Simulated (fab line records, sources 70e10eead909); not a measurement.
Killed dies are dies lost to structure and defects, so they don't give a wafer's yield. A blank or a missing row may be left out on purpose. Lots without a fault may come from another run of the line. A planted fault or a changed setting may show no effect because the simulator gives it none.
Which tool did it? | flow nand_harc | 6 lots, 17 wafers sampled, at 1 step of a route of 1159

WHAT THE GAUGES READ, wafer by wafer
NHARC_A_ONON_D1_THK_MEAS_05: measures by ellipsometry.
lot  | measured     | on            | thk_nm (nm)
L649 | day 8 14:12  | film_metro-01 | 1002 1003 1001
L655 | day 9 17:37  | film_metro-01 | 1015 1013
L661 | day 11 08:52 | film_metro-01 | 1013 1012 1013
L662 | day 11 14:43 | film_metro-02 | 1001 1002 1003
L667 | day 12 16:27 | film_metro-02 | 1014 1014 1015
L668 | day 12 21:25 | film_metro-02 | 1003 1006 1005

WHICH TOOL RAN EACH LOT (tool, then ch and the chambers of the sampled wafers, then the start)
The record holds no process step before these readings.

THE ANSWER, worked out from the rows above alone
Rule: what is usual is taken from the lots themselves. Put in order of their means at a reading, lots are off if they are a third of the lots or fewer, leave a main group of 4 or more, and stand apart from it by a gap of 3 or more times the standard deviation of the main group's means; of several such gaps the widest counts. A main group whose means are all the same, to the digits that the tables above print for the reading, isn't used. A lot without any number at a reading at which 4 lots or more have one is off too. The other lots that the step has rows for count as sound.
No lot is off at any reading shown: from this, nothing can be told.

WHAT THE SIMULATOR HAD PUT IN
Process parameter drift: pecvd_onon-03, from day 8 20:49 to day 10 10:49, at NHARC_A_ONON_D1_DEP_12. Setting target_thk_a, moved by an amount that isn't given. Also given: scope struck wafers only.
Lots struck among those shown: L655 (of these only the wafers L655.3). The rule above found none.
